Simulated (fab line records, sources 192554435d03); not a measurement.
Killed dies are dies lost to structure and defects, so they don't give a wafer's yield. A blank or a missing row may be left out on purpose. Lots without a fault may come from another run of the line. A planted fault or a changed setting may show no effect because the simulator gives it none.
Chamber matching | flow n5_finfet | N5_BEOL_M13_ETCH_68 on rie_diel-02: 4 sister chambers
The step etches SOC in N2/H2, time 355 s. 22 wafers are shown with their chamber, then 11 later ones without.

WAFERS WITH THEIR CHAMBER
wafer  | chamber | showerhead_plenum_p_Torr (Torr) | drypump_motor_current_A (A) | throttle_valve_pct (%)
L074.1 | 2       | 2.62                            | 6.0                         | 17.81
L074.3 | 0       | 2.48                            | 5.7                         | 17.60
L074.5 | 2       | 2.62                            | 6.0                         | 17.80
L079.1 | 0       | 2.48                            | 5.7                         | 17.59
L079.3 | 3       | 2.46                            | 5.8                         | 18.12
L079.5 | 3       | 2.46                            | 5.8                         | 18.12
L077.1 | 0       | 2.47                            | 5.6                         | 17.60
L077.2 | 2       | 2.62                            | 6.0                         | 17.81
L077.3 | 3       | 2.46                            | 5.8                         | 18.11
L077.4 | 1       | 2.58                            | 6.3                         | 17.58
L077.5 | 0       | 2.47                            | 5.6                         | 17.61
L077.6 | 1       | 2.58                            | 6.3                         | 17.59
L082.2 | 2       | 2.62                            | 6.0                         | 17.81
L082.3 | 1       | 2.58                            | 6.3                         | 17.61
L082.5 | 2       | 2.62                            | 6.0                         | 17.83
L086.2 | 3       | 2.45                            | 5.8                         | 18.16
L086.3 | 1       | 2.57                            | 6.4                         | 17.63
L086.4 | 2       | 2.61                            | 6.0                         | 17.85
L089.2 | 0       | 2.46                            | 5.6                         | 17.65
L089.3 | 3       | 2.45                            | 5.8                         | 18.17
L089.5 | 0       | 2.46                            | 5.6                         | 17.64
L088.1 | 2       | 2.61                            | 6.0                         | 17.85

SIGNATURES (means of the wafers above)
reading                  | chamber 0 | chamber 1 | chamber 2 | chamber 3 | scatter within a chamber
showerhead_plenum_p_Torr | 2.4700    | 2.5775    | 2.6171    | 2.4560    | 0.0064
drypump_motor_current_A  | 5.633     | 6.325     | 6.000     | 5.800     | 0.034
throttle_valve_pct       | 17.6150   | 17.6025   | 17.8229   | 18.1360   | 0.0234
Rule: a wafer's distance from a chamber is the root of the sum, over the readings, of the square of ((its reading less the chamber's mean) divided by the reading's scatter). The wafer belongs to the nearest chamber; if the next one is less than 2 further off, it can't be placed. The scatter: the root of (the sum of the squares of (reading less its chamber's mean) over the shown wafers, divided by (wafers less chambers)).

WAFERS WITHOUT THEIR CHAMBER
wafer  | showerhead_plenum_p_Torr (Torr) | drypump_motor_current_A (A) | throttle_valve_pct (%)
L088.2 | 2.44                            | 5.8                         | 18.18
L088.4 | 2.46                            | 5.7                         | 17.65
L090.2 | 2.61                            | 6.0                         | 17.86
L090.3 | 2.44                            | 5.8                         | 18.18
L090.6 | 2.44                            | 5.8                         | 18.17
L093.3 | 2.46                            | 5.7                         | 17.67
L093.4 | 2.44                            | 5.8                         | 18.19
L093.5 | 2.44                            | 5.8                         | 18.18
L092.1 | 2.61                            | 6.0                         | 17.89
L092.2 | 2.46                            | 5.6                         | 17.67
L092.6 | 2.44                            | 5.8                         | 18.20

WHICH CHAMBER EACH WENT THROUGH
wafer  | from the rows above | in truth
L088.2 | 3                   | 3
L088.4 | 0                   | 0
L090.2 | 2                   | 2
L090.3 | 3                   | 3
L090.6 | 3                   | 3
L093.3 | 0                   | 0
L093.4 | 3                   | 3
L093.5 | 3                   | 3
L092.1 | 2                   | 2
L092.2 | 0                   | 0
L092.6 | 3                   | 3
Placed correctly: 11 of 11. Can't be placed from these rows: 0. Placed wrongly: 0.
